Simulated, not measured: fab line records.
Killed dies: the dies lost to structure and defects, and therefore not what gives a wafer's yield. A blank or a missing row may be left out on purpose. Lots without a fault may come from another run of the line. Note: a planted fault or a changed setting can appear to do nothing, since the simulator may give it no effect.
Comparing a struck lot with a sound one    flow nand harc    24 out of 1159 route steps
Sound: these wafers, L547.4, L547.5, L547.6. Wafers L553.1, L553.3, L553.4 were the ones struck. The cause is named last.
For every step that has rows: the tool of each side, followed by ch and its chambers, followed by its first start. Under that, the readings that differ: sound wafers    struck wafers    difference of the means    sigmas: that difference in standard deviations of wafers without a fault.
alike: readings with means less than 2 such deviations apart, plus words and numbers identical on both sides. not compared: withheld readings, readings lacking a value on some wafer, bounds such as >300 that could conceal the same value, and numbers that have no deviation in the record and whose values overlap.
A row with sigmas, a row that says differs or no value, or rows on one side alone: a step with any of these is where the two part. Numbers that don't overlap but have no deviation are shown without sigmas and don't part them. Lack of a reading on every wafer of one side parts them only where that side has two or more wafers.

first, 10 steps without rows for these wafers: NHARC_A_CHANNEL_HOLE_D1_DESCUM_15 (chemistry O2, time 3 s); NHARC_A_CHANNEL_HOLE_D1_ETCH_38 (etches the open film in CF4, target depth 39 nm, time 65 s); NHARC_A_CHANNEL_HOLE_D1_ETCH_39 (etches the open film in N2/H2, target depth 260 nm, time 325 s); NHARC_A_CHANNEL_HOLE_D1_ETCH_34 (etches the open film in CF4/CHF3, target depth 154 nm, time 77 s); NHARC_A_CHANNEL_HOLE_D1_ETCH_16 (etches the open film in O2/COS, target depth 3100 nm, time 806 s); NHARC_A_CHANNEL_HOLE_D1_ETCH_19 (etches the open film in C4F8/O2/Ar, time 34.5 s); NHARC_A_CHANNEL_HOLE_D1_ETCH_20 (etches the open film in C4F8/O2/Ar, time 361.9 s, target depth 1600 nm); NHARC_A_CHANNEL_HOLE_D1_ETCH_21 (etches the open film in C4F8/O2/Ar, time 514.3 s, target depth 1600 nm); NHARC_A_CHANNEL_HOLE_D1_ETCH_22 (etches the open film in C4F8/O2/Ar, time 666.7 s, target depth 1600 nm); NHARC_A_CHANNEL_HOLE_D1_ETCH_23 (etches the open film in C4F8/O2/Ar, time 819 s, target depth 1600 nm).
NHARC_A_CHANNEL_HOLE_D1_ETCH_24: etches the open film in C4F8/O2/Ar, time 906.2 s, target depth 1500 nm.
  sound on har etch-02 ch 0,1, day 11 15:54; struck on har etch-02 ch 0,1, day 13 05:08
  no value came back on the struck wafers for any of 7 readings (c4f8 flow sccm (sccm), chamber pressure mTorr (mTorr) and others); on the sound wafers c4f8 flow sccm (sccm) reads 93.8 94.1 94.7
  not compared: rf hours counter h
then, 6 steps without rows for these wafers: NHARC_A_CHANNEL_HOLE_D1_ETCH_25 (etches the open film in C4F8/O2/Ar, time 1040.2 s, target depth 1500 nm); NHARC_A_CHANNEL_HOLE_D1_ETCH_26 (etches the open film in C4F8/O2/Ar, time 224.1 s, target depth 300 nm); NHARC_A_CHANNEL_HOLE_D1_ETCH_33 (etches the open film in C4F8/O2/Ar, time 90 s, target depth 400 nm); NHARC_A_CHANNEL_HOLE_D1_STRIP_41 (strips in N2/H2); NHARC_A_CHANNEL_HOLE_D1_STRIP_42 (strips in CF4/CHF3); NHARC_A_CHANNEL_HOLE_D1_STRIP_43 (strips in O2/COS).
NHARC_A_CHANNEL_HOLE_D1_ETCH_44: etches the open film in CF4/O2, target depth 140 nm, overetch 14 nm, time 77 s.
  sound on rie diel-10 ch 1,2, day 11 18:08; struck on rie diel-09 ch 1,2,3, day 13 08:31
reading                             sound              struck             difference  sigmas
model.A_CHANNEL_HOLE_D1.cd nm (nm)  89.82 88.87 89.06  96.23 96.13 93.54  +6.05       
  alike: bias w, cf4 flow sccm, drypump motor current A, oes product au, rf fwd power W, rf vpp V, showerhead plenum p Torr, throttle valve pct
  not compared: rf hours counter h
then, 3 steps without rows for these wafers: NHARC_A_CHANNEL_HOLE_D1_STRIP_27 (strips in O2); NHARC_A_CHANNEL_HOLE_D1_PRECLEAN_28 (cleans in SC1); NHARC_A_CHANNEL_HOLE_D1_SRD_29.
NHARC_A_CHANNEL_HOLE_D1_CD_MEAS_30:
  struck on cd sem-03, day 13 09:18; sound on cd sem-01, day 11 18:56
reading     sound           struck        difference  sigmas
cd nm (nm)  90.0 88.6 89.4  0.1 -0.1 0.5  -89.2       -99 or more
NHARC_A_CHANNEL_HOLE_D1_XSEM_31:
  sound on xsem-01 ch 0, day 11 19:02; struck on xsem-02 ch 0, day 13 09:23
reading         sound           struck          difference  sigmas
bot cd nm (nm)  75.6 74.2 74.7  0.4 0.4 1.0     -74.2       -76
bow nm (nm)     8.75 8.77 8.76  0.35 0.36 0.35  -8.41       -32
  alike: tilt deg
-- break in the record here, with 11 days between the starts of the struck wafers on either side (left off in module A_CHANNEL_HOLE_D1, picked up again in module END, where the first step shown is number 1159 on the route) --
NHARC_END_SORT_01:
  only the struck wafers appear in the record here, on prober-02 ch 0 at day 24 11:49; the sound ones have no rows

## WHERE THEY PART
At NHARC_A_CHANNEL_HOLE_D1_ETCH_24 first; at NHARC_END_SORT_01 last (within this record only).

WHY: what had been put in by the simulator
Step skipped in full: har etch-02, at NHARC_A_CHANNEL_HOLE_D1_ETCH_24, from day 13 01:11 onward. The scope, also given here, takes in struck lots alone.
